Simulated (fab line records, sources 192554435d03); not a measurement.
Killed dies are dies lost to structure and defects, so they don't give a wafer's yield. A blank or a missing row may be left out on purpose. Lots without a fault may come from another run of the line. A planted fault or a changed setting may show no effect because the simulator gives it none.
fab line records | flow n5_finfet
record lots=6 wafers=18 last_day=16
route steps=1938 shown BEOL_M2@889 BEOL_M4@1111 PASSIVATION@1936
lots that met no fault: from a run of the same line without faults
start_h: hours from the record's first day to the start of the lot's first wafer shown | wait_h: hours since the lot's step before | " the same as in the row above | L1.1+2: a row that stands for several wafers | - no value, or no start given | * or withheld: withheld | < > ~ a bound
route shown NAME@n: a module of which the file shows steps, and the number in the route of the first | usual: mean/standard deviation of fault-free wafers | same: alike in all rows | chamber/n: place in a boat | sites: the reading at each site | _std_site: their standard deviation | _edge_site: outer sites' mean less inner sites' | radius_mm: how far each site lies from the wafer's centre | mask NAME#n: copy n | behind: the tool/chamber that last shaped the wafer | hold: why the lot was held/for how many hours/how that ended | device: the transistor (n, p or np) that didn't switch | end of line: the same wafers' tests at the end of the route | a step without rows: its recipe alone | killed: dies lost to structure and defects at the first sort, not the wafer's yield | map: a wafer's dies, x killed, . not, _ none there
set.NAME: the setting as run; set.NAME@STEP: as run at that earlier step | model.NAME: the simulator's own value behind a step, which no gauge read
lots at some steps of the route; a table a step, a row a wafer
services: from which hour (start_h, from the record's first day; less than 0 if before it) a tool's chamber was out of use, for how many hours, and why
## steps
# step N5_BEOL_M2_STRIP_36
# recipe chemistry=N2/H2 power_w=450 temp_c=40 pressure_mtorr=20 rf_frequency_hz=6e+07 overash_fraction=0.3 bias_power_w=7 h2_frac=0.5 n2_flow_sccm=200 h2_flow_sccm=200
# usual drypump_motor_current_A=5.8/0.47 oes_product_au=0.79/0.091 rf_vpp_V=59.0/1.5 showerhead_plenum_p_Torr=2.56/0.093 throttle_valve_pct=23.6/0.31
# columns lot.wafer tool chamber start_h wait_h drypump_motor_current_A oes_product_au rf_hours_counter_h rf_vpp_V showerhead_plenum_p_Torr throttle_valve_pct
L398.2 rie_diel-02 0 157.06 0.0 5.3 0.74 195 61.3 2.40 23.3
L398.3 " 2 " " 5.2 0.70 222 57.2 2.64 24.2
L398.5 " 0 " " 5.3 0.72 - 58.7 2.40 23.3
L399.1 rie_diel-02 1 173.84 0.0 6.2 0.72 212 60.4 2.62 23.8
L399.2 " 3 " " 5.6 0.75 171 58.5 2.53 23.6
L399.4 " 0 " " 5.3 0.72 200 58.4 2.40 23.3
L400.3 rie_diel-02 0 177.58 0.0 5.3 0.73 201 57.6 2.39 23.3
L400.4 " 3 " " 5.6 0.74 172 57.8 2.53 23.7
L400.6 " 0 " " 5.3 0.72 - 57.7 2.40 23.3
L403.2 rie_diel-04 2 182.12 0.0 5.6 0.71 229 59.1 2.41 23.7
L403.3 " 3 " " 6.4 0.89 37 58.5 2.58 23.6
L403.4 " 3 " " 6.4 0.90 - 58.6 2.58 23.5
L410.2 rie_diel-03 3 239.63 0.0 5.7 0.92 17 59.0 2.69 23.3
L410.5 " 1 " " 5.3 0.80 - 59.0 2.57 23.3
L410.6 " 2 " " 5.4 0.78 - 57.3 2.53 23.3
L413.1 rie_diel-02 0 248.27 0.0 5.3 0.69 227 55.4 2.39 23.3
L413.4 " 0 " " 5.3 0.70 - 57.7 2.38 23.3
L413.5 " 3 " " 5.6 0.71 - 58.8 2.51 23.7
# step N5_BEOL_M2_TRENCH_ETCH_37
# recipe chemistry=C4F6/O2 target_depth_a=555.55 target=SiOC time_s=29.2 ion_energy_ev=250 pressure_mtorr=30 source_w=355 bias_w=185 Ar_flow_sccm=300 C4F6_flow_sccm=10 O2_flow_sccm=10
# usual drypump_motor_current_A=5.8/0.47 oes_product_au=0.79/0.091 rf_vpp_V=672/15 showerhead_plenum_p_Torr=2.87/0.1 throttle_valve_pct=20.78/0.22
# columns lot.wafer tool chamber start_h wait_h drypump_motor_current_A oes_product_au rf_hours_counter_h rf_vpp_V showerhead_plenum_p_Torr throttle_valve_pct
L398.2 rie_diel-02 0 - - 5.3 0.72 195 671 2.69 20.57
L398.3 " 2 " " 5.2 0.71 222 667 2.93 21.18
L398.5 " 0 " " 5.3 0.72 - 671 2.69 20.54
L399.1 rie_diel-02 1 - - 6.3 0.71 212 690 2.95 20.90
L399.2 " 3 " " 5.6 0.74 171 671 2.86 20.97
L399.4 " 0 " " 5.3 0.72 200 670 2.69 20.56
L400.3 rie_diel-02 0 - - 5.3 0.72 201 671 2.69 20.57
L400.4 " 3 " " 5.6 0.75 172 671 2.86 20.96
L400.6 " 0 " " 5.3 0.72 - 672 2.69 20.54
L403.2 rie_diel-04 2 - - 5.6 0.70 229 670 2.68 20.92
L403.3 " 3 " " 6.4 0.88 37 687 2.92 21.03
L403.4 " 3 " " 6.4 0.88 - 687 2.92 21.03
L410.2 rie_diel-03 3 - - 5.7 0.93 17 641 3.03 20.79
L410.5 " 1 " " 5.3 0.81 - 667 2.85 20.51
L410.6 " 2 " " 5.5 0.77 - 680 2.85 20.65
L413.1 rie_diel-02 0 - - 5.3 0.69 227 672 2.68 20.61
L413.4 " 0 " " 5.3 0.69 - 670 2.68 20.59
L413.5 " 3 " " 5.7 0.72 - 670 2.85 20.99
# step N5_BEOL_M2_ETCH_41
# recipe chemistry=CH3F/O2 target=SiCN target_depth_a=299 taper_deg=2 time_s=52.5 ion_energy_ev=120 mask_material=TiN pressure_mtorr=30 source_w=395 bias_w=75 Ar_flow_sccm=150 CH3F_flow_sccm=30 O2_flow_sccm=20
# step N5_BEOL_M2_STRIP_97
# recipe chemistry=N2/H2 time_s=10 power_w=450 temp_c=40 pressure_mtorr=20 rf_frequency_hz=6e+07 bias_power_w=7 n2_flow_sccm=200 h2_flow_sccm=200
# usual drypump_motor_current_A=5.8/0.47 oes_product_au=0.79/0.091 rf_vpp_V=59.2/0.85 showerhead_plenum_p_Torr=2.56/0.093 throttle_valve_pct=23.6/0.31
# columns lot.wafer tool chamber start_h wait_h drypump_motor_current_A oes_product_au rf_hours_counter_h rf_vpp_V showerhead_plenum_p_Torr throttle_valve_pct
L398.2 rie_diel-02 0 - - 5.3 0.73 195 58.9 2.40 23.3
L398.3 " 2 " " 5.2 0.71 222 59.7 2.64 24.3
L398.5 " 0 " " 5.3 0.72 - 58.9 2.40 23.3
L399.1 rie_diel-02 1 - - 6.2 0.72 212 58.6 2.63 23.7
L399.2 " 3 " " 5.6 0.73 171 60.5 2.53 23.6
L399.4 " 0 " " 5.3 0.73 200 57.7 2.40 23.3
L400.3 rie_diel-02 0 - - 5.3 0.73 201 58.8 2.40 23.3
L400.4 " 3 " " 5.6 0.74 172 59.4 2.53 23.6
L400.6 " 0 " " 5.3 0.72 - 57.2 2.40 23.3
L403.2 rie_diel-04 2 - - 5.6 0.70 229 57.6 2.41 23.7
L403.3 " 3 " " 6.4 0.90 37 58.8 2.58 23.6
L403.4 " 3 " " 6.4 0.90 - 57.2 2.58 23.6
L410.2 rie_diel-03 3 - - 5.7 0.92 18 59.6 2.69 23.4
L410.5 " 1 " " 5.3 0.82 - 59.9 2.57 23.3
L410.6 " 2 " " 5.4 0.76 - 57.7 2.53 23.3
L413.1 rie_diel-02 0 - - 5.3 0.70 227 59.3 2.38 23.3
L413.4 " 0 " " 5.3 0.69 - 59.4 2.38 23.3
L413.5 " 3 " " 5.6 0.72 - 58.9 2.52 23.7
# step N5_BEOL_M2_OCD_MEAS_38
# usual trench_depth_nm=55.7/0.85
# columns lot.wafer tool chamber start_h wait_h trench_depth_nm
L398.2 ocd-01 - 157.26 - 56.0
L398.3 " - " " 55.6
L398.5 " - " " 55.8
L399.1 ocd-01 - 174.04 - 55.1
L399.2 " - " " 57.0
L399.4 " - " " 55.2
L400.3 ocd-02 - 177.77 - 56.1
L400.4 " - " " 57.4
L400.6 " - " " 55.3
L403.2 ocd-02 - 182.31 - 53.4
L403.3 " - " " 54.9
L403.4 " - " " 55.5
L410.2 ocd-02 - 239.82 - 55.6
L410.5 " - " " 55.9
L410.6 " - " " 55.5
L413.1 ocd-01 - 248.46 - 54.6
L413.4 " - " " 54.8
L413.5 " - " " 55.8
# step N5_BEOL_M2_HM_STRIP_39
# recipe chemistry=peroxide_tin_strip material=TiN target_depth_a=250 temp_c=50 time_s=158
# step N5_BEOL_M2_SRD_40
# recipe time_s=30 temp_c=23 rinse_liquid=diw dry=ipa_marangoni
# step N5_BEOL_M2_PRECLEAN_42
# recipe chemistry=residue_remover time_s=60 temp_c=40
# step N5_BEOL_M2_SRD_43
# recipe time_s=30 temp_c=23 rinse_liquid=diw dry=ipa_marangoni
# step N5_BEOL_M2_CD_MEAS_35
# recipe target_cd_nm=18 target_cd_y_nm=22.2 polarity=opening
# usual cd_nm=18.1/0.35
# columns lot.wafer tool chamber start_h wait_h cd_nm
L398.2 cd_sem-03 - 157.41 0.0 18.5
L398.3 " - " " 17.9
L398.5 " - " " 18.0
L399.1 cd_sem-03 - 174.19 0.0 18.2
L399.2 " - " " 18.0
L399.4 " - " " 17.8
L400.3 cd_sem-03 - 177.93 0.0 18.2
L400.4 " - " " 18.0
L400.6 " - " " 18.4
L403.2 cd_sem-02 - 182.47 0.0 18.5
L403.3 " - " " 17.9
L403.4 " - " " 18.0
L410.2 cd_sem-03 - 239.98 0.0 17.8
L410.5 " - " " 17.9
L410.6 " - " " 18.3
L413.1 cd_sem-01 - 248.62 0.0 17.5
L413.4 " - " " 18.1
L413.5 " - " " 17.6
# step N5_BEOL_M2_DEGAS_44
# recipe ambient=vacuum temp_c=250 time_s=60
# usual heater_power_w=332/21
# columns lot.wafer tool chamber start_h wait_h heater_power_w
L398.2 pvd_sputter-02 - 157.67 0.3 345
L398.3 " - " " 334
L398.5 " - " " 340
L399.1 pvd_sputter-03 - 174.73 0.5 361
L399.2 " - " " 323
L399.4 " - " " 314
L400.3 pvd_sputter-03 - 178.33 0.4 327
L400.4 " - " " 350
L400.6 " - " " 355
L403.2 pvd_sputter-02 - 182.71 0.2 347
L403.3 " - " " 345
L403.4 " - " " 301
L410.2 pvd_sputter-02 - 241.03 1.0 332
L410.5 " - " " 347
L410.6 " - " " 311
L413.1 pvd_sputter-01 - 249.10 0.5 341
L413.4 " - " " 360
L413.5 " - " " 291
# step N5_BEOL_M2_PRE_CLEAN_45
# recipe gas=H2/He time_s=30 temp_c=250
# step N5_BEOL_M2_ALD_84
# recipe material=TaN target_thk_a=* temp_c=275 ald_precursor_family=PDMAT ald_co_reactant=NH3 pressure_torr=3 carrier_flow_sccm=1500 pulse_time_s=2 purge_time_s=3 co_reactant_purge_time_s=2 co_reactant_pulse_time_s=3 ald_cycles=30 precursor_vessel_temp_c=75 precursor_vessel_pressure_torr=26.25 precursor_vessel_carrier_sccm=1000
# usual heater_power_w=400/34 precursor_vessel_temp_c=75.01/0.12 pulse_time_s=2/0
# same co_reactant_pulse_time_s=3 co_reactant_purge_time_s=2
# columns lot.wafer tool chamber start_h wait_h heater_power_w precursor_vessel_temp_c pulse_time_s
L398.2 ald_metal-04 2 157.81 0.1 351 75.03 2
L398.3 " 0 " " 443 75.24 2
L398.5 " 1 " " 455 74.90 2
L399.1 ald_metal-02 2 174.83 0.0 410 74.98 2
L399.2 " 1 " " 419 74.89 2
L399.4 " 0 " " 391 74.86 2
L400.3 ald_metal-04 3 178.43 0.0 339 75.06 2
L400.4 " 0 " " 452 74.85 1.72
L400.6 " 0 " " 448 75.01 1.72
L403.2 ald_metal-04 1 182.83 0.1 456 74.98 2
L403.3 " 2 " " 340 74.97 2
L403.4 " 0 " " 440 74.89 1.72
L410.2 ald_metal-01 3 241.17 0.1 380 74.96 2
L410.5 " 1 " " 436 74.82 2
L410.6 " 0 " " 358 74.87 2
L413.1 ald_metal-01 1 249.20 0.0 453 75.08 2
L413.4 " 2 " " 413 75.05 2
L413.5 " 3 " " 380 75.16 2
# step N5_BEOL_M2_SURFACE_TREAT_85
# recipe gas=Ar time_s=* ion_energy_ev=* ion_current_ma_cm2=0.5 pressure_mtorr=* ar_flow_sccm=30
# usual throttle_valve_pct=*
# columns lot.wafer tool chamber start_h wait_h throttle_valve_pct
L398.2 pvd_sputter-01 - 158.03 0.1 *
L398.3 " - " " *
L398.5 " - " " *
L399.1 pvd_sputter-03 - 175.06 0.1 *
L399.2 " - " " *
L399.4 " - " " *
L400.3 pvd_sputter-03 - 178.77 0.2 *
L400.4 " - " " *
L400.6 " - " " *
L403.2 pvd_sputter-01 - 183.16 0.2 *
L403.3 " - " " *
L403.4 " - " " *
L410.2 pvd_sputter-02 - 241.53 0.3 *
L410.5 " - " " *
L410.6 " - " " *
L413.1 pvd_sputter-01 - 249.54 0.2 *
L413.4 " - " " *
L413.5 " - " " *
# step N5_BEOL_M4_RC_MEAS_101
# usual DIBL_N=35.8/1.6 DIBL_P=36.0/1.9 IOFF_N=0.151/0.029 IOFF_P=0.21/0.037 ION_N=673/12 ION_P=463/7.3 SS_N=71.5/0.58 SS_P=73.2/0.61 VT_N=251/3.3 VT_P=-250/3.3
# columns lot.wafer tool chamber start_h wait_h DIBL_N[mV/V] DIBL_P[mV/V] IOFF_N[nA/um] IOFF_P[nA/um] ION_N[uA/um] ION_P[uA/um] SS_N[mV/dec] SS_P[mV/dec] VT_N[mV] VT_P[mV]
L398.2 prober-01 0 186.86 0.2 37.0 37.5 0.157 0.21 682 468 70.7 73.4 253 -249
L398.3 " 0 " " 34.7 34.5 0.109 0.17 650 454 70.7 71.9 257 -252
L398.5 " 0 " " 37.1 37.3 0.151 0.21 672 455 71.0 73.5 251 -248
L399.1 prober-01 0 204.31 0.0 35.7 34.6 0.141 0.21 670 464 71.9 72.7 250 -246
L399.2 " 0 " " 37.5 36.9 0.180 0.24 682 471 71.4 73.7 246 -247
L399.4 " 0 " " 36.0 35.3 0.144 0.22 667 463 71.4 72.8 249 -249
L400.3 prober-02 0 209.02 0.3 37.5 37.6 0.156 0.22 670 465 71.6 73.0 248 -250
L400.4 " 0 " " 35.1 34.3 0.117 0.18 663 454 70.5 72.3 253 -250
L400.6 " 0 " " 38.4 38.3 0.168 0.24 686 472 71.8 73.1 250 -248
L403.2 prober-02 0 220.56 0.2 39.2 40.5 0.212 0.25 688 470 71.9 73.7 245 -249
L403.3 " 0 " " 36.3 36.0 0.138 0.19 680 461 71.9 73.4 253 -252
L403.4 " 0 " " 39.0 39.5 0.199 0.24 685 465 71.9 73.9 246 -249
L410.2 prober-02 0 261.20 0.2 35.5 34.8 0.130 0.18 666 460 71.4 72.2 254 -253
L410.5 " 0 " " 37.9 37.1 0.165 0.21 673 459 71.2 73.7 249 -253
L410.6 " 0 " " 34.9 33.7 0.116 0.16 662 454 70.8 72.5 256 -257
L413.1 prober-01 0 277.28 0.0 36.1 36.7 0.174 0.22 691 473 71.8 73.6 247 -252
L413.4 " 0 " " 33.0 32.3 0.112 0.16 659 455 70.5 72.4 255 -251
L413.5 " 0 " " 33.6 33.6 0.128 0.17 677 463 71.3 73.2 252 -251
# step N5_PASSIVATION_PROBE_49
# usual defect_limited_yield=90.9/1.4 killed_at_M0_to_M3=37/12 killed_at_M4_up=14/5.3 killed_at_contacts=12/6.2 killed_at_front_end=41/11 killed_at_other=3.7/2.9 killed_dies=107/17 killed_open=71/12 killed_short=34/7.9 sort_bin_5_function=5.3/0.95 sort_bin_6_memory=3.4/0.7 sort_n_pass=1073/17 sort_yield_pct=90.9/1.5
# same gross_dies=1180 killed_at_back_side=0 sort_bin_4_leakage[%]=0 sort_bin_8_speed[%]=0
# columns lot.wafer tool chamber start_h wait_h defect_limited_yield[%] killed_at_M0_to_M3 killed_at_M4_up killed_at_contacts killed_at_front_end killed_at_other killed_dies killed_open killed_short sort_bin_5_function[%] sort_bin_6_memory[%] sort_n_pass sort_yield_pct[%]
L399.1 prober-01 - 320.79 0.0 90.2 35 13 14 51 3 116 77 36 5.9 3.6 1064 90.2
L399.2 prober-01 - 320.84 0.1 90.6 51 10 8 33 9 111 68 38 6.1 3.1 1069 90.6
L399.4 prober-01 - 320.94 0.2 90.9 33 8 16 47 3 107 76 28 5.7 3.1 1073 90.9
# killed by level:class
L399.1 FIN_SAQP:geometric_particle:open=13 MOL_CONTACT_COAG:geometric_particle:open=11 STI_FIN_REVEAL:geometric_particle:open=9 BEOL_M3:geometric_particle:open=9 BEOL_M0_SAQP:geometric_particle:open=8 FIN_SAQP:geometric_particle:short=7 STARTING-WAFER:geometric_particle:short=6 GATE_CUT:geometric_particle:short=5
L399.2 BEOL_M0_SAQP:geometric_particle:short=15 BEOL_M0_SAQP:geometric_particle:open=13 BEOL_M1:geometric_particle:open=9 FIN_SAQP:geometric_particle:open=7 STARTING-WAFER:geometric_particle:open=6 STI_FIN_REVEAL:geometric_particle:open=5 MOL_CONTACT_COAG:geometric_particle:open=4 BEOL_M3:geometric_particle:open=4
L399.4 FIN_SAQP:geometric_particle:open=13 MOL_CONTACT_COAG:geometric_particle:open=12 STI_FIN_REVEAL:geometric_particle:open=10 BEOL_M0_SAQP:geometric_particle:short=8 BEOL_M0_SAQP:geometric_particle:open=8 BEOL_M0:geometric_particle:open=6 STI_FIN_REVEAL:geometric_particle:short=4 MOL_CONTACT_COAG:geometric_particle:short=4
## services
# columns tool chamber start_h hours kind
pvd_sputter-01 - 137.17 2.2 repair
rie_diel-02 - 145.40 4.3 pm
rie_diel-03 3 158.12 - clean
rie_diel-03 3 158.12 - consumable_replace:focus_ring
rie_diel-03 3 158.12 - consumable_replace:showerhead
rie_diel-03 3 158.12 16.4 scheduled_down
rie_diel-03 3 158.12 16.4 vent_cycle
rie_diel-02 - 163.03 3.2 repair
rie_diel-04 0 165.28 - clean
rie_diel-04 0 165.28 - consumable_replace:focus_ring
rie_diel-04 0 165.28 - consumable_replace:showerhead
rie_diel-04 0 165.28 18.7 scheduled_down
rie_diel-04 0 165.28 18.7 vent_cycle
rie_diel-04 1 184.08 - clean
rie_diel-04 1 184.08 - consumable_replace:focus_ring
rie_diel-03 3 189.80 9.6 repair
rie_diel-03 - 219.02 2.8 pm
pvd_sputter-01 - 231.67 2.2 repair
pvd_sputter-01 - 236.50 2.7 repair
rie_diel-02 2 241.92 - clean
rie_diel-02 2 241.92 - consumable_replace:focus_ring
rie_diel-02 2 241.92 31.1 scheduled_down
rie_diel-02 2 241.92 31.1 vent_cycle
ald_metal-01 1 243.56 3.8 repair
## key
first_sign step=N5_BEOL_M2_ALD_84 reading=pulse_time_s direction=down sigmas=99+ usual=* struck=*
effect none on later readings
met_at N5_BEOL_M2_ALD_84
struck_wafers L400.4,L400.6,L403.4
onset_between 157.81 178.43
fault kind=process_parameter_drift tool=ald_metal-04 chamber=0 onset_h=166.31 steps=N5_BEOL_M2_ALD_84 channel=pulse_time_s offset=* shape=step end_h=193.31 acts_in=* stated=*
